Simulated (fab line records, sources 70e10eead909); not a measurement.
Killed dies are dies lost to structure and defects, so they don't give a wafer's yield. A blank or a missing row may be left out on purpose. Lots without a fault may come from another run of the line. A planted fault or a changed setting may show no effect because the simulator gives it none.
Which tool did it? | flow nand_harc | 24 lots, 72 wafers sampled, at 6 steps of a route of 1159

WHAT THE GAUGES READ, wafer by wafer
NHARC_P_GATE_INSPECT_68. Usual: raw_defect_count 211, standard deviation 78.
lot  | measured     | on                | raw_defect_count | flag
L074 | day 5 05:10  | defect_inspect-01 | 294 155 212      |
L076 | day 5 20:45  | defect_inspect-01 | 202 195 224      |
L075 | day 5 20:25  | defect_inspect-01 | 151 116 141      |
L077 | day 6 08:54  | defect_inspect-01 | 283 166 126      |
L078 | day 6 11:48  | defect_inspect-01 | 229 203 211      |
L079 | day 6 11:08  | defect_inspect-02 | 401 232 253      |
L080 | day 6 23:41  | defect_inspect-01 | 177 147 180      |
L081 | day 7 07:49  | defect_inspect-01 | 273 251 315      |
L082 | day 7 08:52  | defect_inspect-02 | 272 413 306      |
L083 | day 7 19:19  | defect_inspect-01 | 197 120 122      |
L084 | day 7 23:28  | defect_inspect-01 | 261 238 221      |
L085 | day 8 16:48  | defect_inspect-02 | 171 172 197      |
L087 | day 8 15:52  | defect_inspect-01 | 247 322 381      |
L086 | day 8 16:31  | defect_inspect-01 | 183 98 116       |
L088 | day 9 05:31  | defect_inspect-02 | 134 147 157      |
L089 | day 9 03:12  | defect_inspect-01 | 198 249 297      |
L090 | day 9 11:01  | defect_inspect-01 | 215 160 141      |
L091 | day 9 09:52  | defect_inspect-01 | 150 151 155      |
L092 | day 9 22:48  | defect_inspect-01 | 212 163 199      |
L093 | day 10 15:37 | defect_inspect-01 | 296 344 454      |
L094 | day 10 14:25 | defect_inspect-02 | 202 189 105      |
L095 | day 10 18:52 | defect_inspect-01 | 145 240 198      |
L096 | day 10 23:26 | defect_inspect-02 | 256 176 162      |
L097 | day 10 23:53 | defect_inspect-02 | 152 114 206      |

WHICH TOOL RAN EACH LOT (tool, then ch and the chambers of the sampled wafers, then the start)
lot  | NHARC_P_STI_DESCUM_14             | NHARC_P_GATE_DEP_103            | NHARC_P_GATE_ETCH_32             | NHARC_P_GATE_DESCUM_48             | NHARC_P_GATE_STRIP_76
L074 | rie_diel-09 ch 0,2,3, day 2 07:41 | pecvd-01 ch 0,1,2, day 4 09:26  | rie_si-01 ch 1,2, day 4 10:40    | rie_diel-08 ch 1,2, day 4 22:16    | plasma_asher-02 ch 0,1, day 5 01:11
L076 | rie_diel-09 ch 0,2, day 2 19:32   | pecvd-01 ch 1,2, day 5 01:07    | rie_si-05 ch 0,3, day 5 02:26    | rie_diel-08 ch 1,2, day 5 13:58    | plasma_asher-02 ch 0,1, day 5 16:29
L075 | rie_diel-12 ch 0,2, day 2 19:41   | pecvd-04 ch 1,2, day 5 00:40    | rie_si-01 ch 2,3, day 5 02:23    | rie_diel-07 ch 0,3, day 5 13:44    | plasma_asher-02 ch 0,1, day 5 16:04
L077 | rie_diel-09 ch 0,1, day 3 05:11   | pecvd-04 ch 0,1,2, day 5 13:32  | rie_si-05 ch 0,1,2, day 5 14:53  | rie_diel-08 ch 0,1, day 6 02:32    | plasma_asher-02 ch 0,1, day 6 04:50
L078 | rie_diel-09 ch 2,3, day 3 12:14   | pecvd-01 ch 0,1,2, day 5 16:05  | rie_si-05 ch 2,3, day 5 17:39    | rie_diel-13 ch 0,3, day 6 05:01    | plasma_asher-01 ch 0,1, day 6 07:23
L079 | rie_diel-05 ch 1,3, day 3 17:24   | pecvd-02 ch 0,1,2, day 5 15:41  | rie_si-04 ch 0,1,3, day 5 16:54  | rie_diel-13 ch 0,2, day 6 04:25    | plasma_asher-02 ch 1, day 6 06:50
L080 | rie_diel-05 ch 0,3, day 4 00:45   | pecvd-02 ch 0,1,2, day 6 03:43  | rie_si-05 ch 0,1,3, day 6 05:36  | rie_diel-13 ch 0,2,3, day 6 17:16  | plasma_asher-02 ch 0,1, day 6 19:41
L081 | rie_diel-12 ch 2,3, day 4 08:41   | pecvd-01 ch 0,1,2, day 6 11:26  | rie_si-04 ch 0,2, day 6 13:23    | rie_diel-13 ch 2,3, day 7 01:13    | plasma_asher-01 ch 1, day 7 03:32
L082 | rie_diel-05 ch 0,1,2, day 4 08:51 | pecvd-02 ch 0,1,2, day 6 11:30  | rie_si-04 ch 1,2, day 6 14:38    | rie_diel-13 ch 0,1,3, day 7 02:06  | plasma_asher-01 ch 0,1, day 7 04:31
L083 | rie_diel-09 ch 1,2, day 4 17:17   | pecvd-02 ch 0,1,2, day 6 23:32  | rie_si-04 ch 0,2,3, day 7 01:02  | rie_diel-07 ch 1,2, day 7 12:34    | plasma_asher-01 ch 0,1, day 7 15:02
L084 | rie_diel-09 ch 1,2, day 4 23:07   | pecvd-04 ch 0,1, day 7 03:53    | rie_si-01 ch 0,1,3, day 7 05:08  | rie_diel-07 ch 0,1,2, day 7 16:37  | plasma_asher-01 ch 0,1, day 7 19:02
L085 | rie_diel-09 ch 1,2, day 5 05:23   | pecvd-04 ch 0,2, day 7 21:20    | rie_si-04 ch 1,2, day 7 22:44    | rie_diel-07 ch 0,1,3, day 8 10:08  | plasma_asher-01 ch 1, day 8 12:31
L087 | rie_diel-05 ch 0,3, day 5 13:17   | pecvd-04 ch 0,1,2, day 7 20:41  | rie_si-01 ch 0,3, day 7 21:56    | rie_diel-13 ch 1,2, day 8 09:28    | plasma_asher-02 ch 0,1, day 8 11:51
L086 | rie_diel-12 ch 0,1,2, day 5 13:25 | pecvd-01 ch 0,2, day 7 20:43    | rie_si-05 ch 0,1,3, day 7 22:07  | rie_diel-13 ch 0,1, day 8 09:38    | plasma_asher-02 ch 0,1, day 8 12:11
L088 | rie_diel-12 ch 0,2,3, day 6 02:01 | pecvd-02 ch 0,1, day 8 07:41    | rie_si-05 ch 1,2, day 8 09:31    | rie_diel-08 ch 0,1, day 8 23:05    | plasma_asher-02 ch 0,1, day 9 01:37
L089 | rie_diel-12 ch 0,3, day 6 05:22   | pecvd-04 ch 0,1, day 8 07:42    | rie_si-01 ch 1,3, day 8 09:13    | rie_diel-13 ch 1,2,3, day 8 20:41  | plasma_asher-01 ch 0,1, day 8 23:11
L090 | rie_diel-12 ch 1,3, day 6 11:21   | pecvd-01 ch 1,2, day 8 15:32    | rie_si-04 ch 0,1,3, day 8 16:52  | rie_diel-08 ch 0,3, day 9 04:07    | plasma_asher-01 ch 0,1, day 9 06:46
L091 | rie_diel-09 ch 0,1,3, day 6 17:13 | pecvd-01 ch 0,1, day 8 14:47    | rie_si-01 ch 0,1,2, day 8 16:01  | rie_diel-07 ch 1,2, day 9 03:32    | plasma_asher-02 ch 0,1, day 9 05:50
L092 | rie_diel-05 ch 0,2,3, day 7 00:32 | pecvd-01 ch 0,1,2, day 9 03:47  | rie_si-05 ch 0,3, day 9 05:10    | rie_diel-13 ch 1,3, day 9 16:31    | plasma_asher-01 ch 0,1, day 9 18:49
L093 | rie_diel-09 ch 0,2, day 7 08:43   | pecvd-02 ch 0,2, day 9 18:35    | rie_si-01 ch 1,3, day 9 19:56    | rie_diel-08 ch 1,2,3, day 10 09:20 | plasma_asher-01 ch 0,1, day 10 11:37
L094 | rie_diel-12 ch 0,3, day 7 08:46   | pecvd-01 ch 0,1, day 9 19:15    | rie_si-05 ch 1,2,3, day 9 20:27  | rie_diel-08 ch 0,1,3, day 10 07:58 | plasma_asher-01 ch 0,1, day 10 10:24
L095 | rie_diel-05 ch 1,2,3, day 7 17:37 | pecvd-04 ch 0,1, day 9 23:38    | rie_si-05 ch 0,2,3, day 10 01:01 | rie_diel-08 ch 0,2, day 10 12:30   | plasma_asher-02 ch 0,1, day 10 14:53
L096 | rie_diel-12 ch 0,3, day 7 23:04   | pecvd-04 ch 0,1,2, day 10 03:57 | rie_si-01 ch 0,1,2, day 10 05:19 | rie_diel-08 ch 0,2,3, day 10 17:08 | plasma_asher-02 ch 0,1, day 10 19:23
L097 | rie_diel-05 ch 0,1,3, day 8 05:07 | pecvd-02 ch 0,1, day 10 03:58   | rie_si-05 ch 1,3, day 10 05:26   | rie_diel-13 ch 1,2, day 10 17:17   | plasma_asher-01 ch 0,1, day 10 19:41
- NHARC_P_STI_DESCUM_14: chemistry O2, time 3 s.
- NHARC_P_GATE_DEP_103: deposits SiON, target thk 30 nm.
- NHARC_P_GATE_ETCH_32: etches the open film in HBr/Cl2, target depth 150 nm, time 100.1 s.
- NHARC_P_GATE_DESCUM_48: chemistry O2, time 3 s.
- NHARC_P_GATE_STRIP_76: strips in O2.

WHAT THE TOOLS THEMSELVES READ (means of the sampled wafers that have a number; where no wafer has one, the mark that the record gives instead)
NHARC_P_STI_DESCUM_14. Usual: drypump_motor_current_A 5.7 A, standard deviation 0.48; mfc_ar_sccm 0.005 sccm, standard deviation 0.01; oes_product_au 0.995 a.u., standard deviation 0.014; rf_vpp_V 58.0 V, standard deviation 0.92; showerhead_plenum_p_Torr 1.96 Torr, standard deviation 0.089; throttle_valve_pct 11.311 %, standard deviation 0.0091.
lot  | tool        | drypump_motor_current_A (A) | mfc_ar_sccm (sccm) | oes_product_au (a.u.) | rf_vpp_V (V) | showerhead_plenum_p_Torr (Torr) | throttle_valve_pct (%) | flag
L074 | rie_diel-09 | 5.5                         | 0.007              | 0.994                 | 58.6         | 1.95                            | 11.306                 |
L076 | rie_diel-09 | 5.6                         | 0.015              | 0.995                 | 57.8         | 1.87                            | 11.311                 |
L075 | rie_diel-12 | 5.2                         | 0.000              | 0.997                 | 57.8         | 2.00                            | 11.299                 |
L077 | rie_diel-09 | 5.7                         | 0.000              | 0.991                 | 57.3         | 1.87                            | 11.308                 |
L078 | rie_diel-09 | 5.9                         | 0.015              | 0.993                 | 57.9         | 1.88                            | 11.313                 |
L079 | rie_diel-05 | 6.4                         | 0.003              | 1.008                 | 57.8         | 2.01                            | 11.314                 |
L080 | rie_diel-05 | 5.6                         | 0.023              | 0.988                 | 57.8         | 1.98                            | 11.317                 |
L081 | rie_diel-12 | 5.2                         | 0.001              | 0.994                 | 58.0         | 1.98                            | 11.313                 |
L082 | rie_diel-05 | 5.8                         | 0.013              | 1.002                 | 58.5         | 1.98                            | 11.310                 |
L083 | rie_diel-09 | 6.0                         | 0.015              | 1.003                 | 56.9         | 1.80                            | 11.312                 |
L084 | rie_diel-09 | 6.0                         | 0.015              | 1.006                 | 57.1         | 1.80                            | 11.308                 |
L085 | rie_diel-09 | 6.0                         | 0.015              | 1.000                 | 56.4         | 1.80                            | 11.319                 |
L087 | rie_diel-05 | 5.6                         | 0.023              | 0.989                 | 57.3         | 1.98                            | 11.311                 |
L086 | rie_diel-12 | 5.6                         | 0.000              | 0.987                 | 58.0         | 2.02                            | 11.314                 |
L088 | rie_diel-12 | 5.3                         | 0.001              | 0.984                 | 57.9         | 2.00                            | 11.305                 |
L089 | rie_diel-12 | 5.3                         | 0.001              | 0.982                 | 58.4         | 2.03                            | 11.314                 |
L090 | rie_diel-12 | 5.6                         | 0.002              | 0.972                 | 58.0         | 2.00                            | 11.318                 |
L091 | rie_diel-09 | 5.6                         | 0.000              | 0.994                 | 57.2         | 1.95                            | 11.305                 |
L092 | rie_diel-05 | 5.5                         | 0.011              | 0.997                 | 57.9         | 1.93                            | 11.310                 |
L093 | rie_diel-09 | 5.7                         | 0.015              | 1.007                 | 57.1         | 1.87                            | 11.306                 |
L094 | rie_diel-12 | 5.4                         | 0.001              | 0.989                 | 59.0         | 2.03                            | 11.311                 |
L095 | rie_diel-05 | 5.9                         | 0.001              | 1.000                 | 57.8         | 1.95                            | 11.313                 |
L096 | rie_diel-12 | 5.3                         | 0.002              | 0.978                 | 58.6         | 2.00                            | 11.314                 |
L097 | rie_diel-05 | 6.0                         | 0.013              | 0.999                 | 57.5         | 1.99                            | 11.308                 |

NHARC_P_GATE_DEP_103. Usual: heater_power_w 702 W, standard deviation 120.
lot  | tool     | heater_power_w (W) | flag
L074 | pecvd-01 | 659                |
L076 | pecvd-01 | 575                |
L075 | pecvd-04 | 765                |
L077 | pecvd-04 | 703                |
L078 | pecvd-01 | 697                |
L079 | pecvd-02 | 770                |
L080 | pecvd-02 | 711                |
L081 | pecvd-01 | 646                |
L082 | pecvd-02 | 684                |
L083 | pecvd-02 | 704                |
L084 | pecvd-04 | 577                |
L085 | pecvd-04 | 725                |
L087 | pecvd-04 | 687                |
L086 | pecvd-01 | 700                |
L088 | pecvd-02 | 758                |
L089 | pecvd-04 | 689                |
L090 | pecvd-01 | 733                |
L091 | pecvd-01 | 756                |
L092 | pecvd-01 | 706                |
L093 | pecvd-02 | 705                |
L094 | pecvd-01 | 749                |
L095 | pecvd-04 | 638                |
L096 | pecvd-04 | 768                |
L097 | pecvd-02 | 739                |

NHARC_P_GATE_ETCH_32. Usual: drypump_motor_current_A 5.8 A, standard deviation 0.5; oes_product_au 0.997 a.u., standard deviation 0.014; throttle_valve_pct 26.407 %, standard deviation 0.009.
lot  | tool      | drypump_motor_current_A (A) | oes_product_au (a.u.) | throttle_valve_pct (%) | flag
L074 | rie_si-01 | 5.4                         | 0.997                 | 26.412                 |
L076 | rie_si-05 | 5.8                         | 0.978                 | 26.407                 |
L075 | rie_si-01 | 5.5                         | 0.988                 | 26.397                 |
L077 | rie_si-05 | 5.8                         | 0.990                 | 26.410                 |
L078 | rie_si-05 | 5.2                         | 0.992                 | 26.403                 |
L079 | rie_si-04 | 6.4                         | 1.000                 | 26.407                 |
L080 | rie_si-05 | 5.7                         | 0.998                 | 26.405                 |
L081 | rie_si-04 | 5.9                         | 1.002                 | 26.410                 |
L082 | rie_si-04 | 6.0                         | 1.005                 | 26.410                 |
L083 | rie_si-04 | 5.7                         | 1.002                 | 26.402                 |
L084 | rie_si-01 | 5.8                         | 1.002                 | 26.409                 |
L085 | rie_si-04 | 6.0                         | 1.003                 | 26.406                 |
L087 | rie_si-01 | 6.0                         | 1.009                 | 26.409                 |
L086 | rie_si-05 | 5.7                         | 0.994                 | 26.405                 |
L088 | rie_si-05 | 5.8                         | 0.999                 | 26.408                 |
L089 | rie_si-01 | 5.7                         | 0.984                 | 26.409                 |
L090 | rie_si-04 | 6.4                         | 0.998                 | 26.405                 |
L091 | rie_si-01 | 5.7                         | 1.008                 | 26.403                 |
L092 | rie_si-05 | 5.4                         | 0.990                 | 26.398                 |
L093 | rie_si-01 | 5.7                         | 0.984                 | 26.409                 |
L094 | rie_si-05 | 5.5                         | 0.998                 | 26.410                 |
L095 | rie_si-05 | 5.6                         | 0.985                 | 26.399                 |
L096 | rie_si-01 | 5.7                         | 1.006                 | 26.423                 |
L097 | rie_si-05 | 5.3                         | 0.997                 | 26.408                 |

NHARC_P_GATE_DESCUM_48. Usual: drypump_motor_current_A 5.7 A, standard deviation 0.33; mfc_ar_sccm 0.006 sccm, standard deviation 0.0082; oes_product_au 0.997 a.u., standard deviation 0.013; rf_vpp_V 57.7 V, standard deviation 0.92; showerhead_plenum_p_Torr 1.91 Torr, standard deviation 0.088; throttle_valve_pct 11.311 %, standard deviation 0.0084.
lot  | tool        | drypump_motor_current_A (A) | mfc_ar_sccm (sccm) | oes_product_au (a.u.) | rf_vpp_V (V) | showerhead_plenum_p_Torr (Torr) | throttle_valve_pct (%) | flag
L074 | rie_diel-08 | 5.4                         | 0.006              | 1.012                 | 58.4         | 1.94                            | 11.319                 |
L076 | rie_diel-08 | 5.6                         | 0.003              | 0.999                 | 58.3         | 1.93                            | 11.312                 |
L075 | rie_diel-07 | 5.6                         | 0.010              | 1.017                 | 59.1         | 1.99                            | 11.311                 |
L077 | rie_diel-08 | 5.8                         | 0.007              | 0.996                 | 57.5         | 1.94                            | 11.315                 |
L078 | rie_diel-13 | 5.6                         | 0.000              | 1.005                 | 58.2         | 1.80                            | 11.311                 |
L079 | rie_diel-13 | 5.6                         | 0.005              | 0.982                 | 57.9         | 1.86                            | 11.306                 |
L080 | rie_diel-13 | 5.6                         | 0.002              | 0.993                 | 57.8         | 1.83                            | 11.310                 |
L081 | rie_diel-13 | 5.4                         | 0.002              | 0.985                 | 57.3         | 1.83                            | 11.311                 |
L082 | rie_diel-13 | 5.8                         | 0.000              | 1.001                 | 57.0         | 1.83                            | 11.302                 |
L083 | rie_diel-07 | 6.2                         | 0.016              | 0.992                 | 56.8         | 1.83                            | 11.315                 |
L084 | rie_diel-07 | 5.8                         | 0.009              | 1.001                 | 57.8         | 1.92                            | 11.314                 |
L085 | rie_diel-07 | 5.6                         | 0.006              | 1.000                 | 59.1         | 1.98                            | 11.307                 |
L087 | rie_diel-13 | 5.6                         | 0.005              | 0.998                 | 57.2         | 1.91                            | 11.308                 |
L086 | rie_diel-13 | 6.0                         | 0.000              | 1.003                 | 57.3         | 1.83                            | 11.308                 |
L088 | rie_diel-08 | 5.8                         | 0.015              | 0.979                 | 57.3         | 1.94                            | 11.312                 |
L089 | rie_diel-13 | 5.6                         | 0.002              | 0.993                 | 58.4         | 1.87                            | 11.313                 |
L090 | rie_diel-08 | 5.5                         | 0.007              | 1.003                 | 58.4         | 2.02                            | 11.316                 |
L091 | rie_diel-07 | 6.2                         | 0.016              | 0.991                 | 57.9         | 1.82                            | 11.312                 |
L092 | rie_diel-13 | 5.7                         | 0.000              | 1.001                 | 57.0         | 1.83                            | 11.308                 |
L093 | rie_diel-08 | 5.4                         | 0.003              | 0.998                 | 57.6         | 1.97                            | 11.308                 |
L094 | rie_diel-08 | 5.7                         | 0.007              | 0.992                 | 57.8         | 1.97                            | 11.314                 |
L095 | rie_diel-08 | 5.3                         | 0.013              | 1.003                 | 58.0         | 1.94                            | 11.312                 |
L096 | rie_diel-08 | 5.4                         | 0.010              | 1.006                 | 57.9         | 1.98                            | 11.316                 |
L097 | rie_diel-13 | 5.8                         | 0.002              | 0.999                 | 56.9         | 1.91                            | 11.315                 |

NHARC_P_GATE_STRIP_76. Usual: drypump_motor_current_A 5.7 A, standard deviation 0.33; heater_power_w 353 W, standard deviation 33.
lot  | tool            | drypump_motor_current_A (A) | heater_power_w (W) | flag
L074 | plasma_asher-02 | 5.4                         | 339                |
L076 | plasma_asher-02 | 5.4                         | 347                |
L075 | plasma_asher-02 | 5.4                         | 350                |
L077 | plasma_asher-02 | 5.4                         | 345                |
L078 | plasma_asher-01 | 6.0                         | 374                |
L079 | plasma_asher-02 | 5.4                         | 349                |
L080 | plasma_asher-02 | 5.4                         | 340                |
L081 | plasma_asher-01 | 6.1                         | 317                |
L082 | plasma_asher-01 | 6.0                         | 377                |
L083 | plasma_asher-01 | 6.0                         | 344                |
L084 | plasma_asher-01 | 6.0                         | 353                |
L085 | plasma_asher-01 | 6.1                         | 321                |
L087 | plasma_asher-02 | 5.4                         | 345                |
L086 | plasma_asher-02 | 5.3                         | 345                |
L088 | plasma_asher-02 | 5.3                         | 343                |
L089 | plasma_asher-01 | 6.0                         | 372                |
L090 | plasma_asher-01 | 6.0                         | 378                |
L091 | plasma_asher-02 | 5.4                         | 355                |
L092 | plasma_asher-01 | 6.0                         | 344                |
L093 | plasma_asher-01 | 6.0                         | 373                |
L094 | plasma_asher-01 | 6.0                         | 376                |
L095 | plasma_asher-02 | 5.3                         | 336                |
L096 | plasma_asher-02 | 5.3                         | 346                |
L097 | plasma_asher-01 | 6.0                         | 372                |

THE ANSWER, worked out from the rows above alone
Rule: a lot is off if the mean of its wafers that have a number lies more than 3 standard deviations from the usual mean. A lot without any number at a reading at which 4 lots or more have one is off too. The other lots that the step has rows for count as sound. The gauges are gone through in route order, then the tools' own readings, and for those a lot's mean is taken as printed above. The first step at which some lot is off is used, and at that step the reading that is off furthest; a lot without a number counts as furthest.
No lot is off at any reading shown: from this, nothing can be told.

WHAT THE SIMULATOR HAD PUT IN
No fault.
